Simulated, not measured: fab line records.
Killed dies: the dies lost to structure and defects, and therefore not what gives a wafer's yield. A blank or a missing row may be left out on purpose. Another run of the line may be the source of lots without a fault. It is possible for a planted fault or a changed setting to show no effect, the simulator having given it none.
Matching of chambers	flow n5_finfet	3 sister chambers for N5_BEOL_M14_ETCH_68 on rie_diel-04
The step etches SOC in N2/H2, time 450 s. 16 wafers are shown with their chamber, then 5 later ones without.

## WAFERS WITH THEIR CHAMBER
wafer	chamber	showerhead_plenum_p_Torr (Torr)	throttle_valve_pct (%)	rf_vpp_V (V)
L076.1	2	2.71	17.80	528.0
L076.2	0	2.50	17.82	522.9
L076.4	3	2.41	17.63	519.1
L077.1	0	2.50	17.84	522.2
L077.5	3	2.41	17.63	520.7
L077.6	2	2.71	17.81	529.4
L075.1	2	2.71	17.81	526.4
L075.2	3	2.40	17.64	520.8
L075.4	0	2.50	17.83	523.5
L082.2	0	2.50	17.86	523.3
L082.5	2	2.70	17.84	526.9
L082.6	3	2.40	17.65	518.4
L094.2	3	2.71	17.22	529.1
L094.4	0	2.49	17.90	524.0
L094.6	0	2.48	17.89	521.3
L096.2	0	2.48	17.88	521.4

SIGNATURES (means of the wafers above)
reading	chamber 0	chamber 2	chamber 3	scatter within a chamber
showerhead_plenum_p_Torr	2.4929	2.7075	2.4660	0.076
throttle_valve_pct	17.8600	17.8150	17.5540	0.106
rf_vpp_V	522.657	527.675	521.620	2.57
Rule: a wafer's distance from a chamber is the root of the sum, over the readings, of the square of ((its reading less the chamber's mean) divided by the reading's scatter). If the next closest chamber is less than 2 further off than the closest, the wafer can't be placed; otherwise it belongs to the closest. The scatter: take each reading less its chamber's mean, square it, sum over the shown wafers, divide by the number of wafers less the number of chambers, and take the root.

## WAFERS WITHOUT THEIR CHAMBER
wafer	showerhead_plenum_p_Torr (Torr)	throttle_valve_pct (%)	rf_vpp_V (V)
L096.4	2.69	17.87	528.5
L095.2	2.69	17.88	528.4
L095.3	2.48	17.92	521.2
L095.5	2.69	17.89	526.5
L095.6	2.48	17.92	520.2

## THE CHAMBER EACH PASSED THROUGH
wafer	from the rows above	in truth
L096.4	2	2
L095.2	2	2
L095.3	0	0
L095.5	2	2
L095.6	0	0
Placed correctly: 5 of 5. Not placeable from these rows: 0. 0 placed wrongly.
